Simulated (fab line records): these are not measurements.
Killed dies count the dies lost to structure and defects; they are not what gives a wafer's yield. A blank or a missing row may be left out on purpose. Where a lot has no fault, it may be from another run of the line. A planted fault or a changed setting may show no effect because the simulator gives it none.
fab line records	flow nandHarc
record lots=13	wafers=39	lastDay=24
route steps=1159 shown A_STAIRCASE@649 HYBRID_BOND@1094 THIN_TSV@1128 END@1159
lots with no fault: from the same line, run without faults
startH: hours from the record's opening day to when the first of the lot's shown wafers began	waitH: hours elapsed since this lot's preceding step	" unchanged from the row above	L1.1+2: several wafers, shown together as one row	- either no value or no given start	* or withheld: withheld	< > ~ a bound
route shown NAME@n: NAME is a module with steps in the file, n the number in the route of the first one	usual: mean and standard deviation over wafers with no fault	same: alike in all rows	chamber/n: place in a boat	sites: per-site readings	_std_site: the standard deviation of these	_edge_site: inner sites' mean taken away from outer sites' mean	radiusMm: how far each site lies from the wafer's centre	mask NAME#n: copy n	behind: tool/chamber where the wafer was last shaped	hold: cause of the lot's hold/its duration in hours/its outcome	device: the n, p or np transistor that did not switch	end of line: tests run on the same wafers once the route is complete	a step given without rows: its recipe and nothing more	killed: the dies lost at the first sort to structure and to defects; this is not the yield of the wafer	map: the dies of a wafer, with x for killed, . for not killed, _ for no die there
set.NAME: the setting that was run; set.NAME@STEP: the one run at that earlier step	model.NAME: the simulator's own value behind a step, which no gauge read
steps of the route over a sample of lots; a table a step, a row a wafer
services: the hour from which a tool's chamber was out of use, counted from the record's first day as startH (under 0 if before that day), plus the number of hours and why
## steps
# step NHARC_A_STAIRCASE_STRIP_255
# recipe timeS=900	tempC=130	chemistry=SPM
# usual tempC=130.00/0.14
lot.wafer	tool	chamber	startH	waitH	tempC
L995.2	wetBench-04	1	259.33	0.3	129.68
L995.1	"	2	"	"	129.99
L995.6	"	5	"	"	130.03
L996.1	wetBench-09	2	260.27	0.3	130.05
L996.5	"	3	"	"	130.15
L996.3	"	5	"	"	130.00
L997.2	wetBench-07	3	268.77	0.3	129.97
L997.5	"	7	"	"	130.07
L997.3	"	0	"	"	130.08
L100.4	wetBench-09	0	277.77	0.2	129.96
L100.5	"	2	"	"	129.82
L100.3	"	4	"	"	129.98
L102.2	wetBench-04	5	288.98	0.3	130.01
L102.6	"	1	"	"	130.17
L102.4	"	2	"	"	129.93
L101.5	wetBench-07	3	290.19	0.1	130.03
L101.4	"	4	"	"	129.96
L101.1	"	6	"	"	129.69
L105.5	wetBench-09	5	298.19	0.1	129.86
L105.4	"	6	"	"	130.14
L105.2	"	1	"	"	129.66
L103.4	wetBench-07	5	298.48	0.2	130.23
L103.1	"	6	"	"	129.89
L103.6	"	7	"	"	130.07
L104.6	wetBench-09	0	299.05	0.1	129.98
L104.3	"	1	"	"	129.88
L104.5	"	4	"	"	129.99
L106.3	wetBench-04	5	307.60	0.2	129.88
L106.6	"	0	"	"	130.06
L106.4	"	1	"	"	129.96
L111.6	wetBench-04	5	349.58	0.1	129.93
L111.4	"	6	"	"	129.65
L111.2	"	0	"	"	130.20
L117.3	wetBench-07	7	372.24	0.2	130.01
L117.5	"	0	"	"	129.74
L117.1	"	2	"	"	129.88
L118.1	wetBench-07	6	386.88	0.3	129.93
L118.5	"	2	"	"	130.40
L118.2	"	3	"	"	129.59
# step NHARC_HYBRID_BOND_ACTIVATE_00
# recipe timeS=60	n2FlowSccm=200	arFlowSccm=0	biasPowerW=0	chemistry=N2
# usual drypumpMotorCurrentA=5.7/0.41	n2FlowSccm=200.0/0.52	oesProductAu=0.997/0.01	rfVppV=64.2/0.89	showerheadPlenumPTorr=1.78/0.075
lot.wafer	tool	chamber	startH	waitH	drypumpMotorCurrentA	n2FlowSccm	oesProductAu	rfHoursCounterH	rfVppV	showerheadPlenumPTorr
L996.1	rieDiel-04	1	416.82	0.1	5.2	199.5	1.005	43	63.3	1.67
L996.3	"	0	"	"	5.7	200.0	1.005	39	62.6	1.71
L996.5	"	1	"	"	5.1	199.8	1.017	-	63.7	1.67
L995.2	rieDiel-04	1	417.35	0.1	5.1	199.9	1.020	43	64.1	1.67
L995.1	"	2	"	"	5.7	200.1	1.023	46	64.3	1.79
L995.6	"	2	"	"	5.7	199.6	1.020	-	65.6	1.79
L997.3	rieDiel-08	2	426.44	0.1	5.1	200.1	1.002	9	63.6	1.83
L997.2	"	1	"	"	5.8	199.0	1.008	12	64.1	1.88
L997.5	"	3	"	"	6.2	199.9	0.992	-	64.0	1.73
L100.4	rieDiel-08	1	445.04	0.1	5.8	200.6	0.996	13	64.2	1.88
L100.3	"	2	"	"	5.2	199.0	0.986	10	64.4	1.83
L100.5	"	3	"	"	6.2	199.9	0.996	-	64.2	1.73
L101.1	rieDiel-08	2	451.99	0.1	5.2	199.0	0.994	11	63.4	1.83
L101.4	"	3	"	"	6.3	200.2	1.000	14	63.2	1.73
L101.5	"	2	"	"	5.2	199.5	0.986	-	63.7	1.83
L102.4	rieDiel-08	0	457.28	0.1	5.7	200.4	0.986	14	64.7	1.73
L102.2	"	3	"	"	6.2	200.3	0.987	15	64.0	1.73
L102.6	"	1	"	"	5.8	199.9	0.986	-	63.9	1.88
L105.4	rieDiel-08	2	465.66	0.1	5.2	199.8	0.989	12	64.0	1.83
L105.2	"	1	"	"	5.8	200.8	0.997	15	65.2	1.88
L105.5	"	2	"	"	5.1	200.3	0.995	-	63.5	1.83
L106.3	rieDiel-08	1	473.96	0.1	5.7	200.4	1.004	15	65.7	1.88
L106.4	"	3	"	"	6.2	199.5	1.004	16	63.7	1.73
L106.6	"	1	"	"	5.8	199.6	1.003	-	65.3	1.88
L104.3	rieDiel-04	1	485.04	0.1	5.1	199.1	1.006	4	62.4	1.66
L104.6	"	2	"	"	5.7	200.1	1.001	-	63.5	1.79
L104.5	"	3	"	"	6.3	199.5	0.998	-	64.3	1.90
L103.1	rieDiel-04	1	485.90	0.1	5.1	200.7	1.007	4	63.1	1.66
L103.4	"	0	"	"	5.7	199.6	0.996	5	63.4	1.70
L103.6	"	2	"	"	5.7	199.8	1.002	-	64.9	1.79
L111.4	rieDiel-08	0	525.93	0.1	5.7	200.0	1.008	4	62.9	1.73
L111.2	"	2	"	"	5.1	200.6	1.003	4	63.6	1.82
L111.6	"	3	"	"	6.2	200.3	0.983	-	64.1	1.72
L117.1	rieDiel-04	3	550.45	0.1	6.2	200.6	1.005	27	64.5	1.89
L117.3	"	0	"	"	5.7	200.4	1.008	28	63.8	1.69
L117.5	"	1	"	"	5.1	200.5	1.003	-	63.1	1.65
L118.2	rieDiel-08	0	550.91	0.1	5.7	200.7	1.002	7	64.5	1.73
L118.1	"	2	"	"	5.1	200.2	1.000	7	62.9	1.82
L118.5	"	0	"	"	5.7	200.6	0.999	-	63.4	1.73
# step NHARC_THIN_TSV_PRE_CLEAN_50
# recipe timeS=30	tempC=280	gas=H2/He
# usual heaterPowerW=402/25
lot.wafer	tool	chamber	startH	waitH	heaterPowerW
L995.1	pvdSputter-02	-	-	-	409
L995.2	"	-	"	"	364
L995.6	"	-	"	"	406
L996.1	pvdSputter-03	-	-	-	372
L996.3	"	-	"	"	424
L996.5	"	-	"	"	373
L997.3	pvdSputter-03	-	-	-	424
L997.2	"	-	"	"	384
L997.5	"	-	"	"	430
L100.4	pvdSputter-02	-	-	-	384
L100.3	"	-	"	"	396
L100.5	"	-	"	"	403
L101.1	pvdSputter-03	-	-	-	439
L101.4	"	-	"	"	391
L101.5	"	-	"	"	431
L102.2	pvdSputter-02	-	-	-	362
L102.4	"	-	"	"	384
L102.6	"	-	"	"	367
L105.4	pvdSputter-03	-	-	-	429
L105.2	"	-	"	"	401
L105.5	"	-	"	"	409
L106.4	pvdSputter-01	-	-	-	393
L106.3	"	-	"	"	407
L106.6	"	-	"	"	403
L104.3	pvdSputter-01	-	-	-	471
L104.6	"	-	"	"	389
L104.5	"	-	"	"	412
L103.1	pvdSputter-01	-	-	-	399
L103.4	"	-	"	"	467
L103.6	"	-	"	"	408
L111.4	pvdSputter-03	-	-	-	377
L111.2	"	-	"	"	421
L111.6	"	-	"	"	389
L118.1	pvdSputter-02	-	-	-	377
L118.2	"	-	"	"	400
L118.5	"	-	"	"	382
L117.3	pvdSputter-03	-	-	-	417
L117.1	"	-	"	"	434
L117.5	"	-	"	"	423
# step NHARC_END_SORT_01
# recipe tempC=25
# usual killedAtArray=24/8.8	killedAtOther=0.7/0.99	killedAtPeriphery=3.5/2.6	killedDies=28/9.3	killedOpen=3.2/1.7	killedShort=1.7/1.4
# same grossDies=677
lot.wafer	tool	chamber	startH	waitH	killedAtArray	killedAtOther	killedAtPeriphery	killedDies	killedOpen	killedShort
L111.2	prober-02	0	555.23	2.8	22	0	1	23	3	6
L111.4	prober-02	0	556.82	3.4	8	2	4	14	3	3
L111.6	prober-02	0	558.42	4.0	66	1	2	69	2	2
# killed by level:class
L111.2 A_CHANNEL_HOLE_D1:chamberFilmFlake=6 A_STAIRCASE:chamberFilmFlake=3 A_CHANNEL_FILL_D1:geometricParticle:short=2 A_WL_FILL:geometricParticle:short=2 A_CONTACT:chamberFilmFlake=2 A_SOURCE_PLATE:geometricParticle:short=1 A_CHANNEL_HOLE_D1:geometricParticle:short=1 A_CHANNEL_FILL_D1:geometricParticle:open=1
L111.4 A_CHANNEL_HOLE_D1:chamberFilmFlake=3 THIN_TSV:chamberFilmFlake=2 P_CONTACT:geometricParticle:short=1 P_CONTACT:geometricParticle:open=1 P_M0:geometricParticle:open=1 A_SOURCE_PLATE:geometricParticle:short=1 A_ONON_D1:geometricParticle:short=1 A_CONTACT:geometricParticle:open=1
L111.6 A_STAIRCASE:unspecified=49 A_CHANNEL_HOLE_D1:chamberFilmFlake=9 A_CHANNEL_FILL_D1:chamberFilmFlake=2 A_CONTACT:chamberFilmFlake=2 P_M1:geometricParticle:open=1 A_SOURCE_PLATE:geometricParticle:short=1 A_CHANNEL_FILL_D1:geometricParticle:open=1 A_SGD_CUT:geometricParticle:short=1
## services
tool	chamber	startH	hours	kind
pvdSputter-01	-	253.77	1.1	repair
pvdSputter-03	-	280.00	10.0	pm
wetBench-09	-	288.80	8.0	pm
rieDiel-08	-	301.81	9.0	pm
rieDiel-08	0	335.76	9.9	repair
pvdSputter-02	-	337.14	2.2	repair
wetBench-04	-	339.66	8.0	pm
rieDiel-08	2	358.51	8.9	repair
wetBench-04	-	359.70	0.5	repair
rieDiel-04	0	377.78	7.9	repair
wetBench-09	-	380.80	24.6	repair
pvdSputter-02	-	392.00	10.0	pm
rieDiel-08	2	395.83	6.4	repair
rieDiel-08	2	415.80	8.3	repair
pvdSputter-03	-	431.98	2.8	repair
wetBench-07	-	448.00	8.0	pm
pvdSputter-03	-	458.00	10.0	pm
wetBench-09	-	464.80	8.0	pm
rieDiel-04	-	466.15	9.0	pm
rieDiel-08	-	478.81	9.0	pm
pvdSputter-03	-	489.02	4.4	repair
wetBench-04	-	515.66	8.0	pm
wetBench-09	-	517.86	1.8	repair
rieDiel-04	2	522.31	5.4	repair
## key
firstSign step=NHARC_END_SORT_01	reading=killedAtArray	direction=up	sigmas=4.8	usual=24	struck=66
effect step=NHARC_END_SORT_01	reading=killedDies	direction=up	sigmas=4.4	usual=28	struck=69
moreKillsBornAt NHARC_A_STAIRCASE_STRIP_255@wetBench-04=49
metAt NHARC_A_STAIRCASE_STRIP_255
struckLots L111
struckWafers L111.6
testerLeftOut L111
notActingAt NHARC_HYBRID_BOND_ACTIVATE_00,NHARC_THIN_TSV_PRE_CLEAN_50
onsetBetween 307.60 349.58
fault kind=chamberParticleSource	tool=wetBench-04	chamber=5	onsetH=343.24	steps=NHARC_A_STAIRCASE_STRIP_255	ratePerVisitCm2=0.67051	endH=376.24
# testerLeftOut: of these lots the tester's yield and bins aren't shown, on N5 and GAA mostly nor the transistor test; their killed dies are dies lost to structure and defects alone, not to doping, threshold or leakage, so they don't give the yield
